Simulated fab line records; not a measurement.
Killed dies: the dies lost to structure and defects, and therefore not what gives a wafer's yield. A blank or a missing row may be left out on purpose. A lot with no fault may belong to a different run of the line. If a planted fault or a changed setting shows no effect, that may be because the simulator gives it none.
Chamber matching	flow nandHarc	NHARC_A_M0_STRIP_18 on rieDiel-05: 4 sister chambers
The step strips in N2/H2. 18 wafers are shown with their chamber, then 9 later ones without.

## EACH WAFER AND ITS CHAMBER
wafer	chamber	drypumpMotorCurrentA (A)	oesProductAu (a.u.)	throttleValvePct (%)
L079.1	1	5.7	1.007	14.173
L079.2	3	6.7	1.008	14.187
L079.6	3	6.8	1.016	14.175
L083.2	1	5.7	0.994	14.180
L083.4	2	6.0	1.009	14.178
L083.5	3	6.8	1.002	14.177
L085.2	3	6.7	0.996	14.166
L085.3	0	5.3	0.990	14.174
L085.6	3	6.7	1.000	14.184
L087.1	3	6.7	1.016	14.175
L087.3	1	5.7	0.998	14.160
L087.4	0	5.2	1.002	14.175
L091.1	1	5.7	1.004	14.157
L091.2	0	5.3	0.998	14.183
L091.6	3	6.8	1.004	14.175
L093.1	2	6.0	0.998	14.183
L093.5	0	5.2	0.991	14.169
L093.6	1	5.7	0.999	14.180

SIGNATURES, as means of the wafers listed above
reading	chamber 0	chamber 1	chamber 2	chamber 3	scatter within a chamber
drypumpMotorCurrentA	5.250	5.700	6.000	6.743	0.044
oesProductAu	0.99525	1.00040	1.00350	1.00600	0.00668
throttleValvePct	14.17525	14.17000	14.18050	14.17700	0.0079
Rule: for a wafer and a chamber, the distance is found by dividing, reading by reading, the gap between the wafer's reading and the chamber's mean by the reading's scatter, squaring, summing and taking the root. The wafer belongs to the nearest chamber; if the next one is less than 2 further off, it can't be placed. The scatter: take each reading less its chamber's mean, square it, sum over the shown wafers, divide by the number of wafers less the number of chambers, and take the root.

## WAFERS WITHOUT THEIR CHAMBER
wafer	drypumpMotorCurrentA (A)	oesProductAu (a.u.)	throttleValvePct (%)
L095.1	5.7	0.998	14.181
L095.3	6.8	1.011	14.170
L095.5	5.7	1.005	14.176
L096.1	6.0	1.013	14.167
L096.2	5.7	1.005	14.164
L096.4	6.8	1.001	14.173
L094.1	5.7	1.009	14.175
L094.4	6.7	0.998	14.166
L094.6	5.7	1.000	14.153

## CHAMBER TAKEN BY EACH
wafer	from the rows above	in truth
L095.1	1	1
L095.3	3	3
L095.5	1	1
L096.1	2	2
L096.2	1	1
L096.4	3	3
L094.1	1	1
L094.4	3	3
L094.6	1	1
Correctly placed: 9 of 9. Can't be placed from these rows: 0. Wrongly placed: 0.
